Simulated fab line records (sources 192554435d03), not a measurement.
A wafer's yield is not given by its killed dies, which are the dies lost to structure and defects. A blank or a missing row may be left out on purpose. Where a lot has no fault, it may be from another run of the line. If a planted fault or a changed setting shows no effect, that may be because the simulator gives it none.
Chamber matching || flow n5-finfet || N5_BEOL_M8_DEP_56 on pecvd-02 has 3 sister chambers
The step deposits SiCN from 3MS/NH3, target thk 10 nm, time 17.5 s. 6 wafers are shown with their chamber, then 9 later ones without.

WAFERS WITH THEIR CHAMBER
{"wafer": "L084.6", "chamber": 2, "showerhead-vpp-V (V)": 877, "throttle-valve-pct (%)": 8.8}
{"wafer": "L087.2", "chamber": 1, "showerhead-vpp-V (V)": 827, "throttle-valve-pct (%)": 8.9}
{"wafer": "L087.5", "chamber": 1, "showerhead-vpp-V (V)": 870, "throttle-valve-pct (%)": 8.8}
{"wafer": "L088.2", "chamber": 0, "showerhead-vpp-V (V)": 961, "throttle-valve-pct (%)": 9.0}
{"wafer": "L088.3", "chamber": 2, "showerhead-vpp-V (V)": 864, "throttle-valve-pct (%)": 8.7}
{"wafer": "L088.5", "chamber": 0, "showerhead-vpp-V (V)": 962, "throttle-valve-pct (%)": 9.0}

WAFERS WHOSE CHAMBER IS MISSING
{"wafer": "L091.2", "showerhead-vpp-V (V)": 857, "throttle-valve-pct (%)": 8.9}
{"wafer": "L091.5", "showerhead-vpp-V (V)": 860, "throttle-valve-pct (%)": 8.8}
{"wafer": "L091.6", "showerhead-vpp-V (V)": 869, "throttle-valve-pct (%)": 8.8}
{"wafer": "L093.2", "showerhead-vpp-V (V)": 953, "throttle-valve-pct (%)": 9.1}
{"wafer": "L093.4", "showerhead-vpp-V (V)": 850, "throttle-valve-pct (%)": 8.9}
{"wafer": "L093.6", "showerhead-vpp-V (V)": 958, "throttle-valve-pct (%)": 8.9}
{"wafer": "L097.2", "showerhead-vpp-V (V)": 848, "throttle-valve-pct (%)": 9.0}
{"wafer": "L097.3", "showerhead-vpp-V (V)": 848, "throttle-valve-pct (%)": 8.8}
{"wafer": "L097.5", "showerhead-vpp-V (V)": 948, "throttle-valve-pct (%)": 9.0}

EACH ONE'S CHAMBER
{"wafer": "L091.2", "from the rows above": "can't be placed: 1 or 2", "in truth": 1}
{"wafer": "L091.5", "from the rows above": "can't be placed: 2 or 1", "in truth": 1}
{"wafer": "L091.6", "from the rows above": "can't be placed: 2 or 1", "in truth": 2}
{"wafer": "L093.2", "from the rows above": 0, "in truth": 0}
{"wafer": "L093.4", "from the rows above": "can't be placed: 1 or 2", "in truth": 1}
{"wafer": "L093.6", "from the rows above": 0, "in truth": 0}
{"wafer": "L097.2", "from the rows above": "can't be placed: 1 or 2", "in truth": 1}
{"wafer": "L097.3", "from the rows above": "can't be placed: 1 or 2", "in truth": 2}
{"wafer": "L097.5", "from the rows above": 0, "in truth": 0}
3 of 9 placed correctly. Not placeable from these rows: 6 (in 6, the candidates include the true chamber). 0 placed wrongly.
How it was worked out, from the rows above alone: a wafer's distance from a chamber is the root of the sum, over the readings, of the square of ((its reading less the chamber's mean) divided by the reading's scatter). If the next closest chamber is less than 2 further off than the closest, the wafer can't be placed; otherwise it belongs to the closest. Each chamber's mean is taken over the wafers shown for it. The scatter is the square root of a quotient: the sum, over the shown wafers, of each reading's squared deviation from its chamber's mean, divided by wafers minus chambers.
